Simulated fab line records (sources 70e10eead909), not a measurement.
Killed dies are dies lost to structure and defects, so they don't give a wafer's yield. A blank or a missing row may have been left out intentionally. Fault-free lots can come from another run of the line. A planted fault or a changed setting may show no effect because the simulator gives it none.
What tool caused it?    flow nand-harc    6 lots with 18 wafers sampled at 4 steps, on a route of 1302 steps

== WHAT THE GAUGES READ, wafer by wafer ==
NHARC_P_GATE_CD_MEAS_46: the cd target is 720 nm.
lot   measured      on         cd-nm (nm)
L921  day 6 17:58   cd-sem-02  720.6 719.2 718.3
L923  day 7 18:19   cd-sem-02  719.8 718.5 718.6
L926  day 8 23:34   cd-sem-02  718.8 720.7 720.9
L929  day 10 08:31  cd-sem-01  721.8 719.9 721.0
L931  day 10 18:29  cd-sem-01  719.2 720.1 719.5
L941  day 15 04:31  cd-sem-02  719.8 719.0 717.4

== TOOL THAT RAN EACH LOT (tool first, then ch and the chambers of the sampled wafers, then the start) ==
lot   NHARC_P_GATE_DESCUM_31              NHARC_P_GATE_HM_OPEN_105                       NHARC_P_GATE_PRECLEAN_99
L921  rie-diel-03 ch 0,2,3, day 6 06:16   rie-diel-03 ch 0,3, day 6 17:20 or earlier     wet-bench-05 ch 0,4,5, day 6 17:20
L923  rie-diel-03 ch 0,3, day 7 06:26     rie-diel-03 ch 1,2, day 7 17:33 or earlier     wet-bench-05 ch 0,1,7, day 7 17:33
L926  rie-diel-03 ch 0,1,3, day 8 12:01   rie-diel-03 ch 0,2,3, day 8 22:56 or earlier   wet-bench-03 ch 0,1,3, day 8 22:56
L929  rie-diel-03 ch 0,1,2, day 9 20:49   rie-diel-03 ch 1,2, day 10 07:46 or earlier    wet-bench-09 ch 4,5,6, day 10 07:46
L931  rie-diel-03 ch 0,1,2, day 10 06:49  rie-diel-03 ch 0,1, day 10 17:52 or earlier    wet-bench-03 ch 0,2,5, day 10 17:52
L941  rie-diel-03 ch 2,3, day 14 14:44    rie-diel-03 ch 0,1,3, day 15 03:53 or earlier  wet-bench-05 ch 0,5,7, day 15 03:53
- NHARC_P_GATE_DESCUM_31: chemistry O2, time 3 s.
- NHARC_P_GATE_HM_OPEN_105: chemistry O2/COS, target depth 360 nm.
- NHARC_P_GATE_PRECLEAN_99: cleans in SC1.

== THE ANSWER, worked out from the rows above alone ==
Rule: the lots themselves supply what counts as usual. The widest of any qualifying gaps counts: lots, ordered by their means at a reading, are off when they make up no more than a third of the lots, leave a main group of 4 or more, and stand apart from it by 3 or more times the standard deviation of that group's means. A main group is skipped when, at the precision printed for the reading in the tables above, its means are all equal. Also off: a lot with no number at a reading for which 4 or more lots have one. Where the step has rows for the other lots, those lots are counted as sound.
No lot is off at any reading shown: from this, nothing can be told.

== WHAT HAD BEEN PUT IN BY THE SIMULATOR ==
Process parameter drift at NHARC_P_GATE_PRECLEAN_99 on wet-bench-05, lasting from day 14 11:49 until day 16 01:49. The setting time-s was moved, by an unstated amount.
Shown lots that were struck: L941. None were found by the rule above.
